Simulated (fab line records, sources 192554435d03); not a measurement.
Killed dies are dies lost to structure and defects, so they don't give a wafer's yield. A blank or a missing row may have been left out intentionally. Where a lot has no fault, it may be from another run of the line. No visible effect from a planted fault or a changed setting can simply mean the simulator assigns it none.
Split-lot trial	flow n5Finfet	7 lots, 21 wafers read, on a route of 1938 steps

== THE SPLIT ITSELF ==
At N5_BEOL_M3_ETCH_41 (etches SiCN in CH3F/O2, target depth 29.9 nm, time 52.5 s), the setting targetDepthA was moved away from the recipe's 299 angstrom on 5 of the 21 wafers read, by -4.7% to +11.1%. All remaining wafers had this setting at the recipe value.

Reading taken at the split's own step.

== THE READING ==
etch.depthNm (the simulator's own value, which no gauge read), in nm, at N5_BEOL_M3_ETCH_41 (etches SiCN in CH3F/O2, target depth 29.9 nm, time 52.5 s). No usual value for it is given in the file. Across the 16 wafers here that went through the recipe, the average is 19.86 nm and the standard deviation 0.24 nm.

wafer	tool, chamber at the split	targetDepthA as run, angstrom	against the recipe	etch.depthNm, nm	against lot-mates on the recipe
L075.3	rieDiel-01, 0	299	recipe	20.1	-
L075.4	rieDiel-01, 1	284.9	-4.7%	18.9	-1.14
L075.5	rieDiel-01, 0	299	recipe	19.97	-
L077.1	rieDiel-05, 3	299	recipe	19.92	-
L077.3	rieDiel-05, 1	299	recipe	19.76	-
L077.5	rieDiel-05, 3	299	recipe	19.85	-
L080.1	rieDiel-01, 3	299	recipe	20.03	-
L080.3	rieDiel-01, 0	327.1	+9.4%	21.96	+1.92
L080.4	rieDiel-01, 0	299	recipe	20.05	-
L082.3	rieDiel-05, 2	299	recipe	19.92	-
L082.4	rieDiel-05, 1	286.5	-4.2%	18.76	-0.98
L082.5	rieDiel-05, 3	299	recipe	19.56	-
L087.4	rieDiel-02, 1	299	recipe	20.05	-
L087.5	rieDiel-02, 3	299	recipe	20.15	-
L087.6	rieDiel-02, 0	299	recipe	19.37	-
L091.2	rieDiel-02, 1	299	recipe	19.92	-
L091.3	rieDiel-02, 0	312.7	+4.6%	20.25	+0.64
L091.4	rieDiel-02, 2	299	recipe	19.3	-
L090.3	rieDiel-05, 1	299	recipe	19.9	-
L090.4	rieDiel-05, 3	332.3	+11.1%	22.47	+2.61
L090.6	rieDiel-05, 1	299	recipe	19.83	-

THE FIT
A straight line over all 21 wafers: etch.depthNm changes by +0.22 nm for each +1% of targetDepthA; r = +0.95; the points scatter about the line by 0.27 nm.
The same after taking each lot's own level away (the mean of its wafers on the recipe; 21 wafers): +0.219 nm for each +1%; r = +0.97; scatter 0.21 nm.
That fit puts the effect of the largest move of targetDepthA on the reading at 2.4 nm.
From 19.610 to 20.040 nm: that is the span of the lots' own levels, equal to 1.8 times the standard deviation above.
The two slopes agree, so the slope changes little with the lot-to-lot level.
Check: with one of the wafers moved furthest among these (+11.1%) left out of the fit, the line predicts +2.26 nm for it against its lot-mates. It came out at +2.61 nm against them.

== OTHER SPLITS ON THESE WAFERS ==
Note: prior to the reading, these wafers also went through further splits. Each is held against what the fit with the lots' levels taken away leaves over:
other split on the same wafers	wafers away from the commonest value	r with etch.depthNm (lot level and that fit taken away)
N5_BEOL_M3_EXPOSE_08 doseMj	5	+0.11
N5_BEOL_M3_TRENCH_ETCH_37 sourceW	10	-0.03

== THE FILE'S OWN FIT ==
etch.depthNm changes by +0.217 nm for each +1% of targetDepthA, r = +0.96.
